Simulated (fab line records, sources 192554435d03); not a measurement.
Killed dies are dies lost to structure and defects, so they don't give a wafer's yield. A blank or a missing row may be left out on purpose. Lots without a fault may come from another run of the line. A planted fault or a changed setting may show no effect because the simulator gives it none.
Chamber matching | flow n5_finfet | N5_BEOL_M3_ALD_98 on ald_sin-02: 4 sister chambers
The step deposits SiO2, target thk 2.5 nm, pulse time 1 s, co reactant pulse time 1 s. 8 wafers are shown with their chamber, then 11 later ones without.

WAFERS WITH THEIR CHAMBER
wafer  | chamber | heater_power_w (W) | precursor_pulse_height_rel
L076.1 | 2       | 85                 | 1.005
L083.1 | 0       | 76                 | 1.007
L083.4 | 1       | 63                 | 0.989
L083.5 | 3       | 89                 | 1.030
L082.2 | 0       | 78                 | 0.988
L082.3 | 3       | 85                 | 0.973
L082.6 | 1       | 62                 | 0.975
L081.4 | 2       | 88                 | 0.997

WAFERS WITHOUT THEIR CHAMBER
wafer  | heater_power_w (W) | precursor_pulse_height_rel
L081.5 | 88                 | 0.995
L081.6 | 86                 | 0.952
L090.1 | 62                 | 1.007
L090.4 | 88                 | 1.020
L090.6 | 85                 | 1.020
L091.1 | 81                 | 1.009
L091.2 | 60                 | 1.013
L091.6 | 77                 | 1.014
L096.1 | 89                 | 1.049
L096.2 | 62                 | 0.996
L096.4 | 88                 | 0.979

WHICH CHAMBER EACH WENT THROUGH
wafer  | from the rows above          | in truth
L081.5 | can't be placed: 3 or 2      | 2
L081.6 | can't be placed: 2 or 3      | 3
L090.1 | 1                            | 1
L090.4 | can't be placed: 3 or 2      | 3
L090.6 | can't be placed: 2 or 3      | 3
L091.1 | can't be placed: 0 or 2 or 3 | 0
L091.2 | 1                            | 1
L091.6 | 0                            | 0
L096.1 | can't be placed: 3 or 2      | 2
L096.2 | 1                            | 1
L096.4 | can't be placed: 3 or 2      | 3
Placed correctly: 4 of 11. Can't be placed from these rows: 7 (the true chamber is among the candidates in 7). Placed wrongly: 0.
How it was worked out, from the rows above alone: a wafer's distance from a chamber is the root of the sum, over the readings, of the square of ((its reading less the chamber's mean) divided by the reading's scatter). The wafer belongs to the nearest chamber; if the next one is less than 2 further off, it can't be placed. A chamber's mean is the mean of its shown wafers. The scatter: the root of (the sum of the squares of (reading less its chamber's mean) over the shown wafers, divided by (wafers less chambers)).
